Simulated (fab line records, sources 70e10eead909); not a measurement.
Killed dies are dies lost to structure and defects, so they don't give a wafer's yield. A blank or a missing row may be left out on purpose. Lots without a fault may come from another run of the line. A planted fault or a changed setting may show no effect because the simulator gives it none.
Chamber matching | flow nand_harc | NHARC_A_CHANNEL_FILL_D2_CMP_10 on cmp-04: 4 sister chambers
The step polishes, target thk 150 nm. 14 wafers are shown with their chamber, then 7 later ones without.

WAFERS WITH THEIR CHAMBER
wafer  | chamber | motor_current_A (A) | time_to_endpoint_s (s)
L074.3 | 0       | 11.4                | 19.1
L074.5 | 2       | 11.9                | 17.9
L074.6 | 3       | 12.4                | 16.5
L076.2 | 2       | 11.7                | 15.6
L076.3 | 1       | 12.5                | 14.0
L076.6 | 3       | 12.1                | 12.1
L082.2 | 1       | 13.0                | 18.9
L082.4 | 3       | 11.9                | 16.7
L082.6 | 1       | 12.4                | 15.5
L086.2 | 3       | 12.7                | 14.4
L086.4 | 2       | 11.8                | 16.3
L086.5 | 0       | 10.9                | 16.5
L092.1 | 0       | 10.5                | 12.8
L092.4 | 2       | 12.5                | 11.3

SIGNATURES (means of the wafers above)
reading            | chamber 0 | chamber 1 | chamber 2 | chamber 3 | scatter within a chamber
motor_current_A    | 10.933    | 12.633    | 11.975    | 12.275    | 0.37
time_to_endpoint_s | 16.133    | 16.133    | 15.275    | 14.925    | 2.65
Rule: a wafer's distance from a chamber is the root of the sum, over the readings, of the square of ((its reading less the chamber's mean) divided by the reading's scatter). The wafer belongs to the nearest chamber; if the next one is less than 2 further off, it can't be placed. The scatter: the root of (the sum of the squares of (reading less its chamber's mean) over the shown wafers, divided by (wafers less chambers)).

WAFERS WITHOUT THEIR CHAMBER
wafer  | motor_current_A (A) | time_to_endpoint_s (s)
L092.6 | 11.7                | 11.2
L094.3 | 10.7                | 15.8
L094.4 | 12.2                | 12.4
L094.6 | 12.2                | 13.2
L096.2 | 11.9                | 13.0
L096.3 | 12.1                | 15.0
L096.6 | 11.9                | 13.2

WHICH CHAMBER EACH WENT THROUGH
wafer  | from the rows above               | in truth
L092.6 | can't be placed: 2 or 3 or 0 or 1 | 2
L094.3 | 0                                 | 0
L094.4 | can't be placed: 3 or 2 or 1      | 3
L094.6 | can't be placed: 3 or 2 or 1      | 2
L096.2 | can't be placed: 2 or 3 or 1 or 0 | 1
L096.3 | can't be placed: 2 or 3 or 1      | 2
L096.6 | can't be placed: 2 or 3 or 1      | 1
Placed correctly: 1 of 7. Can't be placed from these rows: 6 (the true chamber is among the candidates in 6). Placed wrongly: 0.
